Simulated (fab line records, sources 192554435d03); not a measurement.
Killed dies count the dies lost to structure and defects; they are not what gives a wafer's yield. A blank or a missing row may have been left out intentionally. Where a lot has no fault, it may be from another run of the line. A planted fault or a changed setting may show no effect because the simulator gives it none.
Matching of chambers | flow n5 finfet | 4 sister chambers for N5_HKMG_FIN_ETCH_86 on rie diel-01
The step etches SOC in N2/H2, stops on TiN, target depth 393.2 nm. 14 wafers are shown with their chamber, then 7 later ones without.

== EACH WAFER AND ITS CHAMBER ==
wafer  | chamber | drypump motor current A (A) | showerhead plenum p Torr (Torr) | rf vpp V (V)
L078.3 | 3       | 6.1                         | 2.51                            | 240.4
L078.5 | 0       | 6.0                         | 2.56                            | 240.9
L078.6 | 1       | 6.7                         | 2.50                            | 239.2
L080.2 | 3       | 6.1                         | 2.50                            | 239.2
L080.3 | 2       | 5.2                         | 2.51                            | 239.4
L080.6 | 3       | 6.1                         | 2.50                            | 239.1
L084.1 | 3       | 6.1                         | 2.50                            | 240.1
L084.5 | 0       | 6.0                         | 2.55                            | 241.7
L084.6 | 2       | 5.2                         | 2.50                            | 239.7
L089.1 | 1       | 6.7                         | 2.50                            | 240.0
L089.2 | 3       | 6.1                         | 2.50                            | 239.5
L089.5 | 3       | 6.1                         | 2.50                            | 239.7
L093.1 | 2       | 5.1                         | 2.49                            | 239.1
L093.4 | 0       | 6.0                         | 2.54                            | 240.7

SIGNATURES (averages over the wafers above)
reading                  | chamber 0 | chamber 1 | chamber 2 | chamber 3 | scatter within a chamber
drypump motor current A  | 6.000     | 6.700     | 5.167     | 6.100     | 0.0258
showerhead plenum p Torr | 2.5500    | 2.5000    | 2.5000    | 2.5017    | 0.00695
rf vpp V                 | 241.100   | 239.600   | 239.400   | 239.667   | 0.485
Rule: a wafer's distance from a chamber is the root of the sum, over the readings, of the square of ((its reading less the chamber's mean) divided by the reading's scatter). If the next closest chamber is less than 2 further off than the closest, the wafer can't be placed; otherwise it belongs to the closest. The scatter: take each reading less its chamber's mean, square it, sum over the shown wafers, divide by the number of wafers less the number of chambers, and take the root.

== WAFERS WITHOUT THEIR CHAMBER ==
wafer  | drypump motor current A (A) | showerhead plenum p Torr (Torr) | rf vpp V (V)
L093.5 | 5.1                         | 2.49                            | 240.5
L095.2 | 6.7                         | 2.49                            | 239.7
L095.3 | 5.1                         | 2.49                            | 242.5
L095.4 | 6.1                         | 2.49                            | 239.9
L097.1 | 5.2                         | 2.49                            | 240.2
L097.5 | 6.1                         | 2.49                            | 239.4
L097.6 | 6.0                         | 2.54                            | 239.7

== WHICH CHAMBER EACH WENT THROUGH ==
wafer  | from the rows above | in truth
L093.5 | 2                   | 2
L095.2 | 1                   | 1
L095.3 | 2                   | 2
L095.4 | 3                   | 3
L097.1 | 2                   | 2
L097.5 | 3                   | 3
L097.6 | 0                   | 0
7 of 7 placed correctly. From these rows, 0 cannot be placed. Placed wrongly: 0.
